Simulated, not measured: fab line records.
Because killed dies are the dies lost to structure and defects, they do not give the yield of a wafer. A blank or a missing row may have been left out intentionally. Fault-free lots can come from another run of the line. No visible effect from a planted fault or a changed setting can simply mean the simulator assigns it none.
Which tool was responsible? + flow n5-finfet + 24 lots, 72 wafers sampled, at 6 steps of a route of 1938

## WHAT THE GAUGES SHOWED, per wafer
N5_BEOL_M11_INSPECT_30: inspects for defects (brightfield). Usual: 375 for raw-defect-count, sd 78.
| lot  | measured     | on                | raw-defect-count | flag |
|------|--------------|-------------------|------------------|------|
| L074 | day 10 15:56 | defect-inspect-01 | 387 336 304      |      |
| L075 | day 10 23:14 | defect-inspect-02 | 356 364 322      |      |
| L077 | day 11 03:31 | defect-inspect-01 | 585 317 283      |      |
| L076 | day 11 05:40 | defect-inspect-01 | 333 362 475      |      |
| L079 | day 12 11:34 | defect-inspect-01 | 409 491 301      |      |
| L078 | day 12 12:58 | defect-inspect-02 | 376 421 326      |      |
| L082 | day 12 16:53 | defect-inspect-01 | 227 309 455      |      |
| L080 | day 12 19:24 | defect-inspect-02 | 391 527 388      |      |
| L081 | day 12 23:05 | defect-inspect-01 | 439 347 344      |      |
| L085 | day 13 10:37 | defect-inspect-02 | 561 637 457      |      |
| L083 | day 13 13:33 | defect-inspect-02 | 391 466 264      |      |
| L087 | day 13 19:32 | defect-inspect-02 | 312 474 330      |      |
| L086 | day 13 21:48 | defect-inspect-02 | 367 468 455      |      |
| L084 | day 14 00:48 | defect-inspect-02 | 383 295 463      |      |
| L088 | day 14 05:48 | defect-inspect-02 | 326 497 322      |      |
| L089 | day 14 10:01 | defect-inspect-01 | 447 365 362      |      |
| L090 | day 15 04:50 | defect-inspect-01 | 242 231 346      |      |
| L092 | day 15 13:28 | defect-inspect-01 | 385 345 222      |      |
| L091 | day 15 13:38 | defect-inspect-01 | 251 331 321      |      |
| L093 | day 15 19:49 | defect-inspect-01 | 325 389 443      |      |
| L094 | day 16 07:48 | defect-inspect-02 | 437 484 438      |      |
| L097 | day 16 17:05 | defect-inspect-01 | 350 378 307      |      |
| L095 | day 16 20:22 | defect-inspect-02 | 372 567 421      |      |
| L096 | day 16 20:32 | defect-inspect-01 | 393 316 253      |      |

N5_BEOL_M11_RS_MEAS_57: a four-point-probe measurement. Usual: M11_RS gives 0.151 ohm/sq (standard deviation 0.004).
| lot  | measured     | on            | M11_RS (ohm/sq)   | flag |
|------|--------------|---------------|-------------------|------|
| L074 | day 10 18:56 | film-metro-01 | 0.152 0.150 0.152 |      |
| L075 | day 11 03:19 | film-metro-01 | 0.155 0.155 0.154 |      |
| L077 | day 11 06:52 | film-metro-02 | 0.157 0.152 0.151 |      |
| L076 | day 11 10:28 | film-metro-01 | 0.158 0.152 0.157 |      |
| L079 | day 12 15:18 | film-metro-01 | 0.153 0.159 0.151 |      |
| L078 | day 12 15:40 | film-metro-02 | 0.151 0.151 0.151 |      |
| L082 | day 12 21:00 | film-metro-01 | 0.156 0.151 0.153 |      |
| L080 | day 12 22:13 | film-metro-02 | 0.152 0.155 0.149 |      |
| L081 | day 13 04:49 | film-metro-02 | 0.152 0.151 0.149 |      |
| L085 | day 13 15:20 | film-metro-02 | 0.145 0.158 0.147 |      |
| L083 | day 13 18:22 | film-metro-02 | 0.154 0.146 0.144 |      |
| L087 | day 13 23:26 | film-metro-01 | 0.156 0.150 0.152 |      |
| L086 | day 14 02:49 | film-metro-02 | 0.151 0.146 0.155 |      |
| L084 | day 14 04:07 | film-metro-02 | 0.151 0.153 0.151 |      |
| L088 | day 14 09:01 | film-metro-02 | 0.151 0.148 0.147 |      |
| L089 | day 14 13:17 | film-metro-01 | 0.155 0.150 0.148 |      |
| L090 | day 15 09:59 | film-metro-02 | 0.142 0.147 0.140 |      |
| L092 | day 15 17:16 | film-metro-01 | 0.151 0.148 0.150 |      |
| L091 | day 15 16:58 | film-metro-02 | 0.143 0.146 0.149 |      |
| L093 | day 16 01:07 | film-metro-02 | 0.156 0.151 0.152 |      |
| L094 | day 16 12:00 | film-metro-01 | 0.151 0.150 0.149 |      |
| L097 | day 16 20:29 | film-metro-01 | 0.154 0.154 0.152 |      |
| L095 | day 16 23:50 | film-metro-02 | 0.146 0.153 0.146 |      |
| L096 | day 17 00:10 | film-metro-01 | 0.152 0.158 0.152 |      |

N5_BEOL_M12_THK_MEAS_50: measures by xrf. Usual: M12_THK gives 323 nm (standard deviation 5.9).
| lot  | measured     | on            | M12_THK (nm) | flag |
|------|--------------|---------------|--------------|------|
| L074 | day 11 00:05 | film-metro-02 | 330 336 324  |      |
| L075 | day 11 08:27 | film-metro-01 | 319 330 323  |      |
| L077 | day 11 11:26 | film-metro-01 | 325 315 326  |      |
| L076 | day 11 20:03 | film-metro-02 | 324 331 323  |      |
| L079 | day 12 18:52 | film-metro-01 | 329 327 325  |      |
| L078 | day 12 21:38 | film-metro-02 | 327 328 335  |      |
| L082 | day 13 00:55 | film-metro-02 | 330 327 331  |      |
| L080 | day 13 06:04 | film-metro-02 | 321 334 329  |      |
| L081 | day 13 12:46 | film-metro-01 | 325 322 326  |      |
| L085 | day 13 21:20 | film-metro-01 | 316 318 316  |      |
| L083 | day 13 23:52 | film-metro-02 | 321 322 323  |      |
| L087 | day 14 05:22 | film-metro-01 | 311 317 326  |      |
| L086 | day 14 07:51 | film-metro-02 | 336 321 338  |      |
| L084 | day 14 08:23 | film-metro-02 | 323 328 323  |      |
| L088 | day 14 14:56 | film-metro-01 | 318 321 322  |      |
| L089 | day 14 18:41 | film-metro-01 | 318 329 325  |      |
| L090 | day 15 15:39 | film-metro-01 | 330 321 323  |      |
| L092 | day 15 21:23 | film-metro-01 | 313 321 317  |      |
| L091 | day 15 21:05 | film-metro-01 | 319 326 323  |      |
| L093 | day 16 07:19 | film-metro-01 | 325 316 315  |      |
| L094 | day 16 16:10 | film-metro-02 | 318 317 318  |      |
| L097 | day 17 00:44 | film-metro-01 | 329 314 330  |      |
| L095 | day 17 04:19 | film-metro-01 | 316 323 318  |      |
| L096 | day 17 07:23 | film-metro-01 | 323 314 321  |      |

N5_BEOL_M13_CD_MEAS_10: the cd target is 190 nm. Usual: 189.8 nm for cd-nm, sd 1.2.
| lot  | measured     | on        | cd-nm (nm)        | flag |
|------|--------------|-----------|-------------------|------|
| L074 | day 11 00:51 | cd-sem-01 | 190.2 189.2 189.4 |      |
| L075 | day 11 09:06 | cd-sem-02 | 189.9 190.5 190.1 |      |
| L077 | day 11 12:12 | cd-sem-02 | 190.7 189.4 189.8 |      |
| L076 | day 11 20:49 | cd-sem-03 | 188.5 188.8 188.4 |      |
| L079 | day 12 19:38 | cd-sem-02 | 189.1 188.0 187.8 |      |
| L078 | day 12 22:24 | cd-sem-01 | 187.7 188.0 188.7 |      |
| L082 | day 13 01:41 | cd-sem-02 | 188.8 189.6 190.6 |      |
| L080 | day 13 06:49 | cd-sem-02 | 188.4 188.6 189.9 |      |
| L081 | day 13 13:32 | cd-sem-02 | 189.8 190.6 189.9 |      |
| L085 | day 13 22:07 | cd-sem-02 | 189.3 188.8 188.2 |      |
| L083 | day 14 00:37 | cd-sem-02 | 189.2 188.3 189.3 |      |
| L087 | day 14 06:01 | cd-sem-03 | 190.1 190.4 188.8 |      |
| L086 | day 14 08:38 | cd-sem-03 | 188.8 188.8 188.6 |      |
| L084 | day 14 09:13 | cd-sem-03 | 190.5 190.8 191.6 |      |
| L088 | day 14 15:43 | cd-sem-01 | 190.6 189.3 189.3 |      |
| L089 | day 14 19:31 | cd-sem-01 | 190.7 189.3 191.3 |      |
| L090 | day 15 16:31 | cd-sem-03 | 190.4 191.4 191.5 |      |
| L092 | day 15 22:02 | cd-sem-01 | 189.9 191.0 190.3 |      |
| L091 | day 15 21:45 | cd-sem-01 | 191.7 190.9 191.1 |      |
| L093 | day 16 08:05 | cd-sem-03 | 189.5 191.1 189.3 |      |
| L094 | day 16 16:56 | cd-sem-02 | 190.0 188.3 188.8 |      |
| L097 | day 17 01:23 | cd-sem-01 | 190.3 190.1 190.8 |      |
| L095 | day 17 05:06 | cd-sem-03 | 189.8 191.0 190.4 |      |
| L096 | day 17 08:12 | cd-sem-01 | 191.1 189.6 190.8 |      |

N5_BEOL_M13_INSPECT_12: inspects for defects (macro). Usual: 2.0 for raw-defect-count, sd 1.3.
| lot  | measured     | on                | raw-defect-count | flag |
|------|--------------|-------------------|------------------|------|
| L074 | day 11 00:54 | defect-inspect-01 | 3 0 0            |      |
| L075 | day 11 09:09 | defect-inspect-02 | 3 0 5            |      |
| L077 | day 11 12:15 | defect-inspect-01 | 3 1 1            |      |
| L076 | day 11 20:52 | defect-inspect-01 | 2 3 1            |      |
| L079 | day 12 19:41 | defect-inspect-01 | 1 3 4            |      |
| L078 | day 12 22:27 | defect-inspect-02 | 4 0 3            |      |
| L082 | day 13 01:44 | defect-inspect-01 | 2 3 3            |      |
| L080 | day 13 06:53 | defect-inspect-01 | 3 2 4            |      |
| L081 | day 13 13:35 | defect-inspect-01 | 2 4 3            |      |
| L085 | day 13 22:10 | defect-inspect-02 | 0 2 4            |      |
| L083 | day 14 00:41 | defect-inspect-01 | 2 1 2            |      |
| L087 | day 14 06:04 | defect-inspect-02 | 2 3 2            |      |
| L086 | day 14 08:41 | defect-inspect-02 | 1 2 1            |      |
| L084 | day 14 09:16 | defect-inspect-01 | 1 2 2            |      |
| L088 | day 14 15:46 | defect-inspect-01 | 0 3 1            |      |
| L089 | day 14 19:35 | defect-inspect-02 | 5 4 2            |      |
| L090 | day 15 16:34 | defect-inspect-02 | 1 2 1            |      |
| L092 | day 15 22:05 | defect-inspect-01 | 2 1 2            |      |
| L091 | day 15 21:48 | defect-inspect-01 | 1 1 5            |      |
| L093 | day 16 08:08 | defect-inspect-01 | 2 2 0            |      |
| L094 | day 16 16:59 | defect-inspect-02 | 2 1 4            |      |
| L097 | day 17 01:26 | defect-inspect-01 | 1 3 0            |      |
| L095 | day 17 05:09 | defect-inspect-01 | 3 2 0            |      |
| L096 | day 17 08:16 | defect-inspect-02 | 1 0 3            |      |

## EACH LOT AND THE TOOL THAT RAN IT (in order: tool; ch and the chambers of the sampled wafers; start)
| lot  | N5_BEOL_M12_SPUTTER_45       |
|------|------------------------------|
| L074 | pvd-sputter-02, day 10 23:13 |
| L075 | pvd-sputter-01, day 11 06:43 |
| L077 | pvd-sputter-02, day 11 10:34 |
| L076 | pvd-sputter-01, day 11 19:12 |
| L079 | pvd-sputter-02, day 12 18:01 |
| L078 | pvd-sputter-01, day 12 20:46 |
| L082 | pvd-sputter-01, day 13 00:04 |
| L080 | pvd-sputter-03, day 13 05:12 |
| L081 | pvd-sputter-01, day 13 11:55 |
| L085 | pvd-sputter-02, day 13 20:25 |
| L083 | pvd-sputter-03, day 13 22:49 |
| L087 | pvd-sputter-01, day 14 03:48 |
| L086 | pvd-sputter-01, day 14 07:00 |
| L084 | pvd-sputter-01, day 14 07:31 |
| L088 | pvd-sputter-01, day 14 13:58 |
| L089 | pvd-sputter-03, day 14 17:50 |
| L090 | pvd-sputter-02, day 15 14:47 |
| L092 | pvd-sputter-02, day 15 20:32 |
| L091 | pvd-sputter-02, day 15 20:13 |
| L093 | pvd-sputter-01, day 16 05:55 |
| L094 | pvd-sputter-01, day 16 15:19 |
| L097 | pvd-sputter-01, day 16 23:48 |
| L095 | pvd-sputter-03, day 17 03:26 |
| L096 | pvd-sputter-01, day 17 06:22 |
- N5_BEOL_M12_SPUTTER_45: material Cu, target thk 80 nm, time 13.33 s.

## AS READ BY THE TOOLS THEMSELVES (means over the sampled wafers that have a number; for cases with no such wafer, the mark the record gives instead)
N5_BEOL_M12_SPUTTER_45. Usual: chuck-gas-flow-sccm 1.26 sccm, standard deviation 0.05; throttle-valve-pct 29.6 %, standard deviation 1.2.
| lot  | tool           | chuck-gas-flow-sccm (sccm) | throttle-valve-pct (%) | flag |
|------|----------------|----------------------------|------------------------|------|
| L074 | pvd-sputter-02 | 1.32                       | 30.1                   |      |
| L075 | pvd-sputter-01 | 1.22                       | 28.3                   |      |
| L077 | pvd-sputter-02 | 1.30                       | 29.8                   |      |
| L076 | pvd-sputter-01 | 1.29                       | 29.2                   |      |
| L079 | pvd-sputter-02 | 1.27                       | 30.4                   |      |
| L078 | pvd-sputter-01 | 1.21                       | 29.7                   |      |
| L082 | pvd-sputter-01 | 1.23                       | 29.3                   |      |
| L080 | pvd-sputter-03 | 1.31                       | 30.6                   |      |
| L081 | pvd-sputter-01 | 1.24                       | 30.0                   |      |
| L085 | pvd-sputter-02 | 1.26                       | 29.0                   |      |
| L083 | pvd-sputter-03 | 1.24                       | 29.7                   |      |
| L087 | pvd-sputter-01 | 1.25                       | 28.8                   |      |
| L086 | pvd-sputter-01 | 1.23                       | 28.4                   |      |
| L084 | pvd-sputter-01 | 1.23                       | 29.3                   |      |
| L088 | pvd-sputter-01 | 1.26                       | 29.7                   |      |
| L089 | pvd-sputter-03 | 1.28                       | 28.7                   |      |
| L090 | pvd-sputter-02 | 1.27                       | 30.2                   |      |
| L092 | pvd-sputter-02 | 1.30                       | 29.5                   |      |
| L091 | pvd-sputter-02 | 1.28                       | 30.5                   |      |
| L093 | pvd-sputter-01 | 1.23                       | 29.2                   |      |
| L094 | pvd-sputter-01 | 1.26                       | 29.0                   |      |
| L097 | pvd-sputter-01 | 1.26                       | 29.7                   |      |
| L095 | pvd-sputter-03 | 1.29                       | 30.4                   |      |
| L096 | pvd-sputter-01 | 1.28                       | 29.2                   |      |

## THE ANSWER, worked out from the rows above alone
Rule: take the mean of a lot's wafers that have a number; if it is more than 3 standard deviations from the usual mean, the lot is off. A lot without any number at a reading at which 4 lots or more have one is off too. All remaining lots with rows at the step are treated as sound. First the gauges in route order, then the tools' own readings, where a lot's mean is used as printed above. At the first step where some lot is off, the reading lying furthest off is the one used; lots without a number count as furthest.
No lot is off on any of the readings shown, so nothing can be concluded from this.

## WHAT WAS PUT IN BY THE SIMULATOR
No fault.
